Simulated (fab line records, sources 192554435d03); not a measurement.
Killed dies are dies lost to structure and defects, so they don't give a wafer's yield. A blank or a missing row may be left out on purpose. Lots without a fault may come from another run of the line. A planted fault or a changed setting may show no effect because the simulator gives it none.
One fault seen from 3 desks | flow n5_finfet | each desk has only its own numbers; what lay behind them comes last

THE TOOL OWNER'S DESK: rie_diel-05
The tool's own readings at N5_HKMG_FIN_ETCH_58 (etches SOC in N2/H2, target depth 215.8 nm, time 741 s): means of the sampled wafers that have a number, for each lot that ran on this tool. A lot is out of limits, marked OUT, if its mean lies more than 4 standard deviations from the usual mean; the brackets give that distance.
Columns: A = drypump_motor_current_A at N5_HKMG_FIN_ETCH_58, usual 5.7 A; B = oes_product_au at N5_HKMG_FIN_ETCH_58, usual 0.81 a.u.; C = rf_fwd_power_W at N5_HKMG_FIN_ETCH_58, usual 874.0 W; D = rf_vpp_V at N5_HKMG_FIN_ETCH_58, usual 99.2 V; E = showerhead_plenum_p_Torr at N5_HKMG_FIN_ETCH_58, usual 2.55 Torr; F = throttle_valve_pct at N5_HKMG_FIN_ETCH_58, usual 17.78 %
lot  | first seen here | A   | B    | C     | D    | E    | F
L513 | day 4 08:25     | 5.5 | 0.77 | 878.3 | 99.5 | 2.53 | 18.08
L525 | day 7 08:16     | 5.5 | 0.71 | 875.2 | 99.5 | 2.52 | 18.02
L527 | day 7 18:19     | 5.5 | 0.69 | 875.0 | 99.8 | 2.60 | 17.60
This desk's finding: nothing out of limits on any of the 3 lots.

THE METROLOGY DESK
What the gauges read, lot by lot, whatever tool the lot ran on: means of the sampled wafers that have a number. A lot is out of limits, marked OUT, if its mean lies more than 4 standard deviations from the usual mean; the brackets give that distance.
Columns: A = cd_nm at N5_HKMG_FIN_CD_MEAS_49, usual 202.0 nm; B = NDIPOLE_OVL at N5_HKMG_FIN_OVL_MEAS_50, usual 0.0 nm
lot  | first seen here | A     | B
L513 | day 4 07:42     | 201.4 | -0.7
L516 | day 5 01:53     | 201.6 | -0.5
L525 | day 7 07:52     | 200.6 | 0.8
L527 | day 7 17:55     | 200.9 | -0.0
L532 | day 9 04:44     | 201.7 | 0.0
L535 | day 9 19:15     | 202.1 | 0.6
This desk's finding: nothing out of limits on any of the 6 lots.

THE DEFECT DESK
What the inspections along the route counted, lot by lot: means of the sampled wafers that have a number. A lot is out of limits, marked OUT, if its mean lies more than 4 standard deviations from the usual mean; the brackets give that distance.
Columns: A = raw_defect_count at N5_HKMG_FIN_INSPECT_61, usual 2.0
lot  | first seen here | A
L513 | day 4 07:45     | 2.0
L516 | day 5 01:56     | 2.0
L525 | day 7 07:56     | 2.5
L527 | day 7 17:58     | 1.0
L532 | day 9 04:48     | 2.0
L535 | day 9 19:18     | 2.3
This desk's finding: nothing out of limits on any of the 6 lots.

PUT TOGETHER
The tool owner's desk saw nothing out of limits.
The metrology desk saw nothing out of limits.
The defect desk saw nothing out of limits.

WHAT THE SIMULATOR HAD PUT IN
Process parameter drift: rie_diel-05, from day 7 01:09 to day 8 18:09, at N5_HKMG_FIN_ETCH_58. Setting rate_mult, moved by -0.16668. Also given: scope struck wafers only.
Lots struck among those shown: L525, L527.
